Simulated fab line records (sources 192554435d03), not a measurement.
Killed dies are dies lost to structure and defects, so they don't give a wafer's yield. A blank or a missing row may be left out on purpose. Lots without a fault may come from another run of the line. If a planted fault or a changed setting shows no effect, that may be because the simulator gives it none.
Lot-split experiment    flow n5Finfet    route with 1938 steps; 7 lots, 21 wafers read

SPLIT DETAILS
At N5_ZERO_LAYER_EXPOSE_08 (exposes mask ZERO, defocus 0 nm, target cd 2000 nm), the setting doseMj was moved away from the recipe's 16.2 on 9 of the 21 wafers read, by -6.7% to +7.0%. This setting was run at the recipe's value on the other wafers.

FROM THE SPLIT TO THE READING: what the file shows between them, 3 steps
- N5_ZERO_LAYER_PEB_09
- N5_ZERO_LAYER_DEVELOP_10: develop time 60 s
- N5_ZERO_LAYER_HARDBAKE_23: time 120 s

THE READING
Shown in nm: cdNm at N5_ZERO_LAYER_CD_MEAS_11, with target cd 2000 nm. A value of 1999.3 nm with a standard deviation of 2.6 nm is what fault-free wafers of this fab line usually give.

wafer   tool, chamber at the split  doseMj as run  against the recipe  cdNm, nm  against lot-mates on the recipe
L074.1  krfScanner-02, 0            17.04          +5.2%               2007.2    +6.2
L074.4  krfScanner-02, 0            16.2           recipe              2001.0    -
L074.5  krfScanner-02, 0            17.04          +5.2%               2005.7    +4.7
L077.1  krfScanner-02, 0            16.2           recipe              2000.2    -
L077.3  krfScanner-02, 0            16.2           recipe              1997.8    -
L077.4  krfScanner-02, 0            15.83          -2.3%               1995.0    -4.0
L079.1  krfScanner-01, 0            16.2           recipe              1998.5    -
L079.2  krfScanner-01, 0            16.2           recipe              2001.1    -
L079.3  krfScanner-01, 0            16.2           recipe              1997.9    -
L084.1  krfScanner-02, 0            17.34          +7.0%               2012.4    +13.7
L084.3  krfScanner-02, 0            16.2           recipe              1997.5    -
L084.6  krfScanner-02, 0            16.2           recipe              1999.9    -
L085.2  krfScanner-01, 0            16.2           recipe              1997.3    -
L085.4  krfScanner-01, 0            16.2           recipe              1999.6    -
L085.5  krfScanner-01, 0            15.41          -4.9%               1985.8    -12.6
L088.1  krfScanner-01, 0            16.2           recipe              2001.5    -
L088.4  krfScanner-01, 0            15.11          -6.7%               1988.7    -12.8
L088.5  krfScanner-01, 0            15.11          -6.7%               1991.3    -10.2
L096.1  krfScanner-02, 0            16.2           recipe              1996.7    -
L096.3  krfScanner-02, 0            15.46          -4.6%               1987.5    -9.2
L096.6  krfScanner-02, 0            15.46          -4.6%               1988.4    -8.3

FIT RESULTS
A straight line over all 21 wafers: cdNm changes by +1.75 nm for each +1% of doseMj; r = +0.94; the points scatter about the line by 2.2 nm.
The same after taking each lot's own level away (the mean of its wafers on the recipe; 21 wafers): +1.71 nm for each +1%; r = +0.96; scatter 1.8 nm.
On that fit, the largest move of doseMj shifts the reading by 12 nm.
From 1996.70 to 2001.50 nm: that is the span of the lots' own levels, equal to 1.8 times the standard deviation above.
So the lot-to-lot level changes the slope little: the two slopes agree.
Check: for one of the wafers moved furthest among these (+7.0%), held out of the fit, the line's prediction against its lot-mates is +10.6 nm. Against them it came out at +13.7 nm.

FURTHER SPLITS ON THESE WAFERS
Before the reading, these wafers also passed through other splits. Each is held against what the fit with the lots' levels taken away leaves over:
other split on the same wafers  wafers away from the commonest value  r with cdNm (lot level and that fit taken away)
N5_ZERO_LAYER_PECVD_02 timeS    6                                     +0.18

THE WHOLE CHAIN: every reading that the file lists as answering this split, in the file's order
step                      what it does              reading                                                           change (the file's fit)               r (the file's)
N5_ZERO_LAYER_CD_MEAS_11  target cd 2000 nm         cdNm                                                              +1.82 nm for each +1% of the setting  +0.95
N5_ZERO_LAYER_DESCUM_16   chemistry O2, time 7.9 s  ZERO_LAYER.cdNm (the simulator's own value, which no gauge read)  +1.84 nm for each +1% of the setting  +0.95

THE FILE'S OWN FIT
cdNm changes by +1.82 nm for each +1% of doseMj, r = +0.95.
